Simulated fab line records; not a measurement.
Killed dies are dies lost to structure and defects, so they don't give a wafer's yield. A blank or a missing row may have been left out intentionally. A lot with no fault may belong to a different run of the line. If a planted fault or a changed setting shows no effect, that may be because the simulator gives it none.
Matching of chambers :: flow n5-finfet :: 4 sister chambers for N5_BEOL_M3_CMP_52 on cmp-01
The step polishes, stops on SiOC, t overpolish 6.8 s, target thk 40 nm. 4 wafers are shown with their chamber, then 9 later ones without.

## WAFERS, EACH WITH ITS CHAMBER
wafer: L084.1
chamber: 3
motor-current-A (A): 5.3

wafer: L084.5
chamber: 2
motor-current-A (A): 5.9

wafer: L086.4
chamber: 0
motor-current-A (A): 5.5

wafer: L086.5
chamber: 1
motor-current-A (A): 6.7

## WAFERS WITHOUT THEIR CHAMBER
wafer: L091.3
motor-current-A (A): 5.8

wafer: L091.4
motor-current-A (A): 7.0

wafer: L091.5
motor-current-A (A): 5.9

wafer: L093.1
motor-current-A (A): 5.0

wafer: L093.2
motor-current-A (A): 5.9

wafer: L093.4
motor-current-A (A): 6.0

wafer: L093.3
motor-current-A (A): 6.5

wafer: L093.5
motor-current-A (A): 6.1

wafer: L093.6
motor-current-A (A): 4.8

## WHICH CHAMBER EACH WENT THROUGH
wafer: L091.3
from the rows above: can't be placed: 2 or 0 or 3
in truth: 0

wafer: L091.4
from the rows above: 1
in truth: 1

wafer: L091.5
from the rows above: can't be placed: 2 or 0
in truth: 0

wafer: L093.1
from the rows above: can't be placed: 3 or 0
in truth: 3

wafer: L093.2
from the rows above: can't be placed: 2 or 0
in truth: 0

wafer: L093.4
from the rows above: can't be placed: 2 or 0
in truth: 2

wafer: L093.3
from the rows above: can't be placed: 1 or 2
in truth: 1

wafer: L093.5
from the rows above: can't be placed: 2 or 0 or 1
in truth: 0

wafer: L093.6
from the rows above: can't be placed: 3 or 0
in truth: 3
Correctly placed: 1 of 9. Unplaceable from these rows: 8, with the true chamber sitting among the candidates in 8. Placed wrongly: 0.
How it was worked out, from the rows above alone: a wafer's distance from a chamber is the root of the sum, over the readings, of the square of ((its reading less the chamber's mean) divided by the reading's scatter). If the next closest chamber is less than 2 further off than the closest, the wafer can't be placed; otherwise it belongs to the closest. A chamber's mean is the mean of its shown wafers. The scatter: root of mean squared gap, hidden wafer to nearest shown wafer, with one shown wafer a chamber.
